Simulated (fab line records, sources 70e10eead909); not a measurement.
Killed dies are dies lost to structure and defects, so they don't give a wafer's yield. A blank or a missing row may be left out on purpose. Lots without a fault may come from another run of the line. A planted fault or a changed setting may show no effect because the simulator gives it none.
Problem report in the 8D (eight disciplines) form, filled by code | flow nand_harc | the parts of the form that need people (team, actions taken, sign-off) are left out

1. THE PROBLEM
thk_nm at NHARC_A_ONON_D2_THK_MEAS_24 reads a mean of 1040 nm on 2 wafers of 2 lots; wafers without a fault read 1001 nm with a standard deviation of 8.7. That is +4.4 standard deviations from the usual mean.
The step: measures by ellipsometry.
First seen on wafer L315.2, day 18 01:47, on film_metro-01. The record holds 39 wafers of 13 lots with a number at this step. Rule for "out", or "out of limits": more than 4 standard deviations from the usual mean. The other wafers with a number count as sound.

2. WHAT IT IS AND WHAT IT IS NOT
question                    | is                           | is not
which readings at this step | thk_nm                       | -
which lots                  | L315, L316                   | L303, L304, L307, L308, L309, L310, L312, L322, L324, L325, L326
which wafers of those lots  | L315.2, L316.2               | L315.4, L315.5, L316.3, L316.4
read on which gauges        | film_metro-01, film_metro-02 | -
when                        | from day 18 01:47            | up to then (23 sound wafers); but 14 sound wafers of L316, L322, L324, L325, L326 came after

3. SUSPECTS, AND WHAT RULES EACH OUT
Counting: a tool at a process step up to the reading stays a suspect if it ran every lot that is out. Sound lots after the first of them don't rule it out here, since some wafers of a struck lot are sound.
- the gauge at NHARC_A_ONON_D2_THK_MEAS_24: ruled out. The wafers that are out were read on 2 gauges (film_metro-01, film_metro-02).
- pecvd_onon-04 at NHARC_A_ONON_D2_DEP_22 (target thk 1000 nm): kept. It ran every lot that is out, first L315 (day 18 01:20); its last sound lot up to then is L312 (day 16 12:21).
Left after counting: pecvd_onon-04 at NHARC_A_ONON_D2_DEP_22.

4. THE CAUSE (what the simulator had put in)
Process parameter drift: pecvd_onon-04, from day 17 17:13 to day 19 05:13, at NHARC_A_ONON_D2_DEP_22. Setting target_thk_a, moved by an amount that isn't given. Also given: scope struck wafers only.
Counting left only this tool.

5. THE CHAIN OF EFFECTS, in route order
Each row: a reading whose mean over the struck wafers that have a number lies more than 3 standard deviations from the usual. Only readings for which the record gives a usual standard deviation are gone through. hours: the time from each lot's start at the first step in this table that gives one to its start at this step, as a median over the lots. sigmas: the change in usual standard deviations.
hours | step                        | reading | usual   | on struck wafers | change | sigmas
0     | NHARC_A_ONON_D2_THK_MEAS_24 | thk_nm  | 1001 nm | 1040             | +38    | +4.4
Later measuring or inspecting steps at which every struck wafer that the step has a row for has a number for every such reading, and none has moved that far: NHARC_END_SORT_01.

6. WHAT WOULD HAVE CAUGHT IT SOONER
In this record the first reading out of limits at a measuring or inspecting step was taken at day 18 01:47, 9 hours after the fault began at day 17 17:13.
Of the lots that are out (2), L316 began NHARC_A_ONON_D2_DEP_22 on pecvd_onon-04 after day 18 01:47. A hold on the tool at that time would have spared it.
